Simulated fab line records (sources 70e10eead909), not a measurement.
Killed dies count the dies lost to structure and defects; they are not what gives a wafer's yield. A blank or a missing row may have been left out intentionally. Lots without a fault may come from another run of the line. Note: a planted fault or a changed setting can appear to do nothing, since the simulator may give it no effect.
Which tool was responsible?	flow nand harc	24 lots, 72 wafers sampled, at 1 step of a route of 1159

== WHAT EACH GAUGE READ, for each wafer ==
NHARC_A_ONON_D1_INSPECT_32. Usual: raw defect count at 67, with a standard deviation of 22.
lot	measured	on	raw defect count	flag
L074	day 8 10:22	defect inspect-02	41 38 35	
L075	day 8 17:45	defect inspect-02	54 31 46	
L076	day 8 17:52	defect inspect-01	112 51 55	
L077	day 9 01:49	defect inspect-02	57 40 87	
L078	day 9 01:52	defect inspect-01	51 69 47	
L080	day 9 07:25	defect inspect-01	53 62 64	
L079	day 9 07:37	defect inspect-01	40 56 38	
L081	day 10 01:49	defect inspect-01	86 43 73	
L082	day 10 01:52	defect inspect-02	66 66 74	
L083	day 10 06:19	defect inspect-02	50 79 70	
L084	day 10 17:23	defect inspect-01	65 70 94	
L085	day 10 17:31	defect inspect-02	50 60 47	
L087	day 11 04:14	defect inspect-01	73 55 51	
L086	day 11 14:31	defect inspect-02	52 41 48	
L089	day 11 20:46	defect inspect-02	79 59 72	
L088	day 11 20:53	defect inspect-02	93 67 39	
L091	day 12 06:58	defect inspect-01	79 54 79	
L092	day 12 07:00	defect inspect-02	28 62 47	
L090	day 12 07:09	defect inspect-01	95 61 50	
L094	day 12 20:33	defect inspect-01	70 73 107	
L093	day 12 20:52	defect inspect-02	107 82 93	
L095	day 13 02:29	defect inspect-02	42 31 71	
L096	day 13 14:26	defect inspect-01	52 91 88	
L097	day 14 04:09	defect inspect-02	75 53 105	

== WHICH TOOL RAN EACH LOT (tool, then ch and the chambers of the sampled wafers, then the start) ==
Before these readings, the record contains no process step.

== WHAT THE TOOLS THEMSELVES READ (means of the sampled wafers that have a number; where no wafer has one, the mark that the record gives instead) ==
The record holds no such reading with a usual standard deviation.

== THE ANSWER, worked out from the rows above alone ==
Rule: a lot is off if the mean of its wafers that have a number lies more than 3 standard deviations from the usual mean. Also off: a lot with no number at a reading for which 4 or more lots have one. Any other lot the step has rows for is counted as sound. Order of review: gauges by route order, followed by the tools' own readings, for which a lot's mean as printed above is used. The first step at which some lot is off is used, and at that step the reading that is off furthest; a lot without a number counts as furthest.
None of the lots is off at any reading shown; this tells nothing.

== WHAT THE SIMULATOR HAD PUT IN ==
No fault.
